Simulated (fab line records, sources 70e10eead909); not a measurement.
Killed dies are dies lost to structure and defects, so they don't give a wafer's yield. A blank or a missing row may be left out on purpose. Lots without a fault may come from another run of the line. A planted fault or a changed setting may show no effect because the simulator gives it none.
One fault seen from 2 desks | flow nand_harc | each desk has only its own numbers; what lay behind them comes last

THE METROLOGY DESK
What the gauges read, lot by lot, whatever tool the lot ran on: means of the sampled wafers that have a number. A lot is out of limits, marked OUT, if its mean lies more than 4 standard deviations from the usual mean; the brackets give that distance.
Columns: A = cd_nm at NHARC_A_BONDPAD_CD_MEAS_09, usual 500.5 nm
lot  | first seen here | A
L681 | day 22 20:29    | 499.5
L683 | day 24 16:22    | 499.9
L684 | day 24 20:07    | 501.2
L689 | day 26 06:10    | 500.3
L688 | day 26 09:53    | 501.7
L690 | day 27 01:55    | 500.2
L692 | day 28 07:11    | 490.1 (-6.5) OUT
L697 | day 29 07:33    | 501.1
L701 | day 31 16:35    | 491.3 (-5.7) OUT
L702 | day 31 17:48    | 501.7
L703 | day 31 23:17    | 500.6
This desk's finding: out of limits on L692, L701; first on L692, day 28 07:11 (cd_nm at NHARC_A_BONDPAD_CD_MEAS_09). In limits: L681, L683, L684, L689, L688, L690, L697, L702, L703.

THE TOOL OWNER'S DESK: krf_scanner-03
The tool's own readings at NHARC_A_BONDPAD_EXPOSE_06 (exposes mask A BPAD): means of the sampled wafers that have a number, for each lot that ran on this tool. A lot is out of limits, marked OUT, if its mean lies more than 4 standard deviations from the usual mean; the brackets give that distance.
Columns: A = exposure_dose_mJ_cm2 at NHARC_A_BONDPAD_EXPOSE_06, usual 36.95
lot  | first seen here | A
L689 | day 26 06:01    | 36.87
L690 | day 27 01:46    | 36.91
L692 | day 28 07:02    | 25.81 (-99 or more) OUT
L701 | day 31 16:27    | 28.10 (-99 or more) OUT
This desk's finding: out of limits on L692, L701; first on L692, day 28 07:02 (exposure_dose_mJ_cm2 at NHARC_A_BONDPAD_EXPOSE_06). In limits: L689, L690.

PUT TOGETHER
The tool owner's desk could have raised an alarm at day 28 07:02, on L692, L701.
The metrology desk could have raised an alarm at day 28 07:11, on L692, L701.
Of the lots named, all ran NHARC_A_BONDPAD_EXPOSE_06 on krf_scanner-03.

WHAT THE SIMULATOR HAD PUT IN
Process parameter drift: krf_scanner-03, from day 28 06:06 on, at NHARC_A_BONDPAD_EXPOSE_06. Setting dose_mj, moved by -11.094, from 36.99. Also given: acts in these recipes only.
Lots struck among those shown: L692, L701.
Hours from the fault's start to each desk's first reading out of limits: the tool owner's desk, 1; the metrology desk, 1.
